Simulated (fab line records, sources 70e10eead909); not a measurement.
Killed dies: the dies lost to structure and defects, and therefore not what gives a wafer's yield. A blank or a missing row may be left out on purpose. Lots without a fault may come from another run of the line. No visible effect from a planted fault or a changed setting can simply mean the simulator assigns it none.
A lot that was struck, set against a sound lot + flow nandHarc + 15 steps out of a route of 1159
Sound: the wafers L729.1, L729.4, L729.6. Wafers L735.1, L735.3, L735.5 were the ones struck. Last of all comes the cause.
For every step that has rows: the tool of each side, followed by ch and its chambers, followed by its first start. Under that, the readings that differ: sound wafers + struck wafers + difference of the means + sigmas: that difference in standard deviations of wafers without a fault.
alike: a reading whose means differ by less than 2 such deviations, as well as words and numbers matching on both sides. not compared: withheld readings; readings where some wafer has no value; bounds like >300 that might hide an equal value; numbers whose values overlap and for which the record gives no deviation.
Wherever a step has rows on one side only, a row that says differs or no value, or a row with sigmas, the two part there. Non-overlapping numbers with no deviation appear without sigmas and do not part them. Lack of a reading on every wafer of one side parts them only where that side has two or more wafers.

first, 7 steps without rows for these wafers: NHARC_P_M0_COAT_33 (time 65 s); NHARC_P_M0_COAT_03 (resist thk 90 nm); NHARC_P_M0_SOFTBAKE_04 (time 55 s); NHARC_P_M0_EBR_05; NHARC_P_M0_EXPOSE_06 (exposes mask P M0, target cd 90 nm); NHARC_P_M0_PEB_07 (peb time 65 s); NHARC_P_M0_DEVELOP_08 (develop time 35 s).
NHARC_P_M0_CD_MEAS_09 targets a cd of 90 nm.
  sound on cdSem-01 ch 0, day 6 09:57; struck on cdSem-01 ch 0, day 7 13:20
  alike: cdNm
NHARC_P_M0_OVL_MEAS_10: pitch 180 nm.
  sound on overlay-02, day 6 10:02; struck on overlay-02, day 7 13:25
  alike: overlayXNm, overlayYNm
NHARC_P_M0_INSPECT_11:
  sound on defectInspect-02, day 6 10:04; struck on defectInspect-01, day 7 13:27
  alike: rawDefectCount
NHARC_P_M0_DESCUM_14: chemistry O2, time 3 s.
  sound on rieDiel-09 ch 1,2,3, day 6 10:08; struck on rieDiel-12 ch 0,1,3, day 7 13:31
  alike: drypumpMotorCurrentA, oesProductAu, rfVppV, showerheadPlenumPTorr, throttleValvePct
  not compared: rfHoursCounterH
NHARC_P_M0_ETCH_34: etches the open film in N2/H2, target depth 40 nm, overetch 12 nm, time 43.94 s.
  sound on rieDiel-09 ch 1,2,3, day 6 10:14; struck on rieDiel-12 ch 1,2,3, day 7 13:36
  alike: biasW, chamberPressureMTorr, drypumpMotorCurrentA, h2FlowSccm, n2FlowSccm, oesProductAu, rfFwdPowerW, rfVppV, showerheadPlenumPTorr, throttleValvePct
  not compared: rfHoursCounterH
NHARC_P_M0_ETCH_15: etches the open film in C4F8/Ar, target depth 150 nm, overetch 15 nm, time 82.5 s.
  sound on rieDiel-09 ch 0,2,3, day 6 10:19; struck on rieDiel-12 ch 1,2,3, day 7 13:41
  no value came back on the struck wafers for any of 5 readings (biasW (W), chamberPressureMTorr (mTorr) and others); on the sound wafers biasW (W) reads 300.4 301.8 300.5
  not compared: rfHoursCounterH
NHARC_P_M0_CD_MEAS_16:
  sound on cdSem-02, day 6 10:26; struck on cdSem-02, day 7 13:49
  alike: cdNm
-- break in the record here, with 14 days between the starts of the struck wafers on either side (left off in module P_M0, picked up again in module END, where the first step shown is number 1159 on the route) --
NHARC_END_SORT_01:
  the record has rows for the struck wafers here (prober-01 ch 0, day 21 04:59) and none for the sound ones

== WHERE THEY PART ==
Earliest at NHARC_P_M0_ETCH_15; latest, in this record, at NHARC_END_SORT_01.

WHY: what had been put in by the simulator
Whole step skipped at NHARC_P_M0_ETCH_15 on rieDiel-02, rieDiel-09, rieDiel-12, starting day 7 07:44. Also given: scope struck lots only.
